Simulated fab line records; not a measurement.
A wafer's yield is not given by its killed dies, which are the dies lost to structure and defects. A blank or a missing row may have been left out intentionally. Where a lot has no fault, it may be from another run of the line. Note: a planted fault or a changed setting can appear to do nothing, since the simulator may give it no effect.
Matching of chambers | flow n5_finfet | N5_BEOL_M11_STRIP_19 on rie_diel-01: 4 sister chambers
The step strips in O2. 22 wafers are shown with their chamber, then 11 later ones without.

## WAFERS PAIRED WITH THEIR CHAMBERS
wafer  | chamber | drypump_motor_current_A (A) | showerhead_plenum_p_Torr (Torr) | throttle_valve_pct (%)
L078.2 | 1       | 5.2                         | 2.14                            | 16.81
L078.4 | 3       | 6.3                         | 2.11                            | 16.03
L078.6 | 2       | 5.5                         | 2.16                            | 16.92
L079.3 | 1       | 5.2                         | 2.13                            | 16.82
L079.4 | 0       | 5.9                         | 2.05                            | 16.55
L079.5 | 0       | 5.9                         | 2.05                            | 16.55
L085.4 | 2       | 5.5                         | 2.15                            | 16.99
L085.5 | 0       | 5.9                         | 2.04                            | 16.59
L085.6 | 3       | 6.4                         | 2.10                            | 16.09
L083.2 | 0       | 5.9                         | 2.04                            | 16.62
L083.3 | 2       | 5.4                         | 2.15                            | 17.00
L083.4 | 0       | 5.9                         | 2.04                            | 16.60
L084.1 | 0       | 5.9                         | 2.04                            | 16.59
L084.2 | 1       | 5.2                         | 2.13                            | 16.35
L084.4 | 3       | 6.4                         | 2.10                            | 16.10
L089.3 | 0       | 5.9                         | 2.04                            | 16.64
L089.5 | 1       | 5.2                         | 2.13                            | 16.36
L089.6 | 3       | 6.4                         | 2.10                            | 16.08
L091.1 | 0       | 5.9                         | 2.04                            | 16.61
L091.3 | 3       | 6.4                         | 2.10                            | 16.10
L091.5 | 2       | 5.5                         | 2.15                            | 16.59
L093.2 | 1       | 5.2                         | 2.12                            | 16.37

SIGNATURES (means of the wafers above)
reading                  | chamber 0 | chamber 1 | chamber 2 | chamber 3 | scatter within a chamber
drypump_motor_current_A  | 5.900     | 5.200     | 5.475     | 6.380     | 0.0293
showerhead_plenum_p_Torr | 2.0425    | 2.1300    | 2.1525    | 2.1020    | 0.0053
throttle_valve_pct       | 16.5938   | 16.5420   | 16.8750   | 16.0800   | 0.144
Rule: a wafer's distance from a chamber is the root of the sum, over the readings, of the square of ((its reading less the chamber's mean) divided by the reading's scatter). The wafer belongs to the nearest chamber; if the next one is less than 2 further off, it can't be placed. The scatter is the square root of a quotient: the sum, over the shown wafers, of each reading's squared deviation from its chamber's mean, divided by wafers minus chambers.

## WAFERS WITH NO CHAMBER GIVEN
wafer  | drypump_motor_current_A (A) | showerhead_plenum_p_Torr (Torr) | throttle_valve_pct (%)
L093.3 | 5.9                         | 2.03                            | 16.62
L093.4 | 6.4                         | 2.10                            | 16.12
L094.2 | 6.4                         | 2.10                            | 16.13
L094.4 | 5.5                         | 2.15                            | 16.61
L094.5 | 5.9                         | 2.03                            | 16.64
L096.2 | 5.9                         | 2.03                            | 16.63
L096.3 | 5.2                         | 2.12                            | 16.39
L096.5 | 6.4                         | 2.09                            | 16.10
L081.1 | 5.2                         | 2.12                            | 16.39
L081.4 | 6.4                         | 2.09                            | 16.12
L081.5 | 6.4                         | 2.09                            | 16.13

## WHICH CHAMBER EACH WENT THROUGH
wafer  | from the rows above | in truth
L093.3 | 0                   | 0
L093.4 | 3                   | 3
L094.2 | 3                   | 3
L094.4 | 2                   | 2
L094.5 | 0                   | 0
L096.2 | 0                   | 0
L096.3 | 1                   | 1
L096.5 | 3                   | 3
L081.1 | 1                   | 1
L081.4 | 3                   | 3
L081.5 | 3                   | 3
Correctly placed: 11 of 11. Left unplaced by these rows: 0. Wrongly placed: 0.
